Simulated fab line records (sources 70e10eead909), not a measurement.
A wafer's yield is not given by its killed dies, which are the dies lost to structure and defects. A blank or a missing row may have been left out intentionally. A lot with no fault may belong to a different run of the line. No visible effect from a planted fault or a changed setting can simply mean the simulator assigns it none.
Matching of chambers + flow nand_harc + NHARC_P_GATE_ETCH_114 on rie_diel-01 has 4 sister chambers
The step etches the open film in CF4/O2, target depth 30 nm, overetch 3 nm, time 16.5 s. 16 wafers are shown with their chamber, then 8 later ones without.

WAFERS PAIRED WITH THEIR CHAMBERS
| wafer  | chamber | showerhead_plenum_p_Torr (Torr) | drypump_motor_current_A (A) | rf_vpp_V (V) |
|--------|---------|---------------------------------|-----------------------------|--------------|
| L939.1 | 1       | 1.40                            | 5.81                        | 199.8        |
| L939.2 | 2       | 1.41                            | 5.70                        | 199.2        |
| L939.3 | 3       | 1.24                            | 5.70                        | 194.6        |
| L949.1 | 0       | 1.37                            | 6.17                        | 198.6        |
| L949.3 | 3       | 1.24                            | 5.64                        | 196.4        |
| L949.4 | 2       | 1.40                            | 5.70                        | 198.9        |
| L950.3 | 3       | 1.24                            | 5.67                        | 194.4        |
| L950.4 | 1       | 1.40                            | 5.87                        | 199.4        |
| L950.5 | 0       | 1.37                            | 6.19                        | 197.2        |
| L952.1 | 1       | 1.40                            | 5.88                        | 198.8        |
| L952.2 | 2       | 1.40                            | 5.68                        | 200.2        |
| L952.3 | 0       | 1.37                            | 6.16                        | 199.3        |
| L953.1 | 0       | 1.37                            | 6.16                        | 197.8        |
| L953.4 | 2       | 1.40                            | 5.69                        | 198.5        |
| L953.5 | 1       | 1.40                            | 5.90                        | 198.0        |
| L954.2 | 2       | 1.40                            | 5.72                        | 197.7        |

SIGNATURES, as means of the wafers listed above
| reading                  | chamber 0 | chamber 1 | chamber 2 | chamber 3 | scatter within a chamber |
|--------------------------|-----------|-----------|-----------|-----------|--------------------------|
| showerhead_plenum_p_Torr | 1.3700    | 1.4000    | 1.4020    | 1.2400    | 0.00258                  |
| drypump_motor_current_A  | 6.1700    | 5.8650    | 5.6980    | 5.6700    | 0.0255                   |
| rf_vpp_V                 | 198.225   | 199.000   | 198.900   | 195.133   | 0.921                    |
Rule: distance of a wafer from a chamber = root of the sum over the readings of ((wafer's reading minus chamber's mean) / reading's scatter) squared. If the next closest chamber is less than 2 further off than the closest, the wafer can't be placed; otherwise it belongs to the closest. The scatter: the root of (the sum of the squares of (reading less its chamber's mean) over the shown wafers, divided by (wafers less chambers)).

WAFERS WHOSE CHAMBER IS MISSING
| wafer  | showerhead_plenum_p_Torr (Torr) | drypump_motor_current_A (A) | rf_vpp_V (V) |
|--------|---------------------------------|-----------------------------|--------------|
| L954.4 | 1.37                            | 6.17                        | 199.3        |
| L954.6 | 1.40                            | 5.91                        | 198.1        |
| L957.1 | 1.37                            | 6.15                        | 200.1        |
| L957.3 | 1.40                            | 5.88                        | 198.9        |
| L957.4 | 1.40                            | 5.69                        | 199.1        |
| L958.1 | 1.37                            | 6.17                        | 198.1        |
| L958.4 | 1.24                            | 5.66                        | 197.0        |
| L958.5 | 1.40                            | 5.66                        | 197.5        |

THE CHAMBER EACH PASSED THROUGH
| wafer  | from the rows above | in truth |
|--------|---------------------|----------|
| L954.4 | 0                   | 0        |
| L954.6 | 1                   | 1        |
| L957.1 | 0                   | 0        |
| L957.3 | 1                   | 1        |
| L957.4 | 2                   | 2        |
| L958.1 | 0                   | 0        |
| L958.4 | 3                   | 3        |
| L958.5 | 2                   | 2        |
Correctly placed: 8 of 8. From these rows, 0 cannot be placed. Placed wrongly: 0.
